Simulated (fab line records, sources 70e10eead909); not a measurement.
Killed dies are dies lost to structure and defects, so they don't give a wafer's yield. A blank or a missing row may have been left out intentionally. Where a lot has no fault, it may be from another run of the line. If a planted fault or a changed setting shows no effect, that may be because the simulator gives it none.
One fault seen from 3 desks + flow nand_harc + numbers are kept per desk, each desk with only its own; the story behind them comes last

== THE DEFECT DESK ==
Per lot, the means of the sampled wafers with a number show what the inspections along the route counted. A lot is out of limits, marked OUT, if its mean lies more than 4 standard deviations from the usual mean; the brackets give that distance.
Columns: A = raw_defect_count at NHARC_A_CHANNEL_HOLE_D2_INSPECT_40, usual 280
| lot  | first seen here | A               |
|------|-----------------|-----------------|
| L741 | day 13 07:46    | 352             |
| L742 | day 13 22:31    | 382             |
| L743 | day 14 01:44    | 171             |
| L748 | day 16 11:08    | 1207 (+9.8) OUT |
| L749 | day 16 23:54    | 1317 (+11) OUT  |
| L756 | day 19 01:55    | 260             |
| L757 | day 20 04:11    | 170             |
| L758 | day 20 16:51    | 221             |
| L759 | day 20 17:51    | 258             |
| L760 | day 21 07:41    | 273             |
| L761 | day 21 09:29    | 241             |
| L763 | day 22 08:53    | 254             |
| L764 | day 23 06:15    | 222             |
This desk finds L748, L749 out of limits, L748 being first, at day 16 11:08 (raw_defect_count at NHARC_A_CHANNEL_HOLE_D2_INSPECT_40). L741, L742, L743, L756, L757, L758, L759, L760, L761, L763, L764 stayed within limits.

== DESK OF THE TOOL OWNER: har_etch-01 ==
The tool's own readings at NHARC_A_CHANNEL_HOLE_D2_ETCH_24 (etches the open film in C4F8/O2/Ar, time 906.2 s, target depth 1500 nm): means of the sampled wafers that have a number, for each lot that ran on this tool. A lot is out of limits, marked OUT, if its mean lies more than 4 standard deviations from the usual mean; the brackets give that distance.
Columns: A = drypump_motor_current_A at NHARC_A_CHANNEL_HOLE_D2_ETCH_24, usual 5.82 A; B = showerhead_plenum_p_Torr at NHARC_A_CHANNEL_HOLE_D2_ETCH_24, usual 3.68 Torr; C = throttle_valve_pct at NHARC_A_CHANNEL_HOLE_D2_ETCH_24, usual 32.234 %
| lot  | first seen here | A    | B    | C      |
|------|-----------------|------|------|--------|
| L743 | day 13 22:08    | 5.92 | 3.63 | 32.226 |
| L748 | day 16 07:56    | 5.69 | 3.48 | 32.226 |
| L749 | day 16 20:58    | 5.68 | 3.48 | 32.243 |
| L759 | day 20 14:24    | 5.93 | 3.57 | 32.238 |
| L760 | day 21 04:07    | 5.92 | 3.57 | 32.236 |
| L763 | day 22 05:19    | 6.02 | 3.62 | 32.237 |
Result from this desk: across the 6 lots, nothing is out of limits.

== METROLOGY DESK ==
Means of the sampled wafers that have a number, per lot and without regard to the tool the lot ran on: this is what the gauges read. A lot is out of limits, marked OUT, if its mean lies more than 4 standard deviations from the usual mean; the brackets give that distance.
Columns: A = cd_nm at NHARC_A_CHANNEL_HOLE_D2_CD_MEAS_18, usual 98.7 nm
| lot  | first seen here | A     |
|------|-----------------|-------|
| L741 | day 12 23:17    | 99.9  |
| L742 | day 13 16:45    | 99.9  |
| L743 | day 13 17:42    | 100.4 |
| L748 | day 16 03:00    | 98.3  |
| L749 | day 16 16:37    | 99.6  |
| L756 | day 18 20:07    | 98.0  |
| L757 | day 19 22:24    | 99.3  |
| L758 | day 20 10:01    | 100.7 |
| L759 | day 20 11:33    | 102.1 |
| L760 | day 21 01:54    | 97.6  |
| L761 | day 21 02:04    | 99.0  |
| L763 | day 22 03:07    | 98.2  |
| L764 | day 23 00:28    | 99.6  |
Result from this desk: across the 13 lots, nothing is out of limits.

== ALL TOGETHER ==
The defect desk could have raised an alarm at day 16 11:08, on L748, L749.
The tool owner's desk saw nothing out of limits.
The metrology desk saw nothing out of limits.
Tool owner's desk: L748, L749 on record, inside its limits.
The metrology desk holds a record of L748, L749, inside its limits.
NHARC_A_CHANNEL_HOLE_D2_ETCH_24 was run on har_etch-01 by each of the lots named.

== WHAT HAD BEEN PUT IN BY THE SIMULATOR ==
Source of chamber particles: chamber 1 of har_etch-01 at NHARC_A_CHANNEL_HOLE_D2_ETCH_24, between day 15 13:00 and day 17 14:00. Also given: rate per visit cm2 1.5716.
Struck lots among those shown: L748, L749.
Hours from the fault's start to each desk's first reading out of limits: the defect desk, 22.
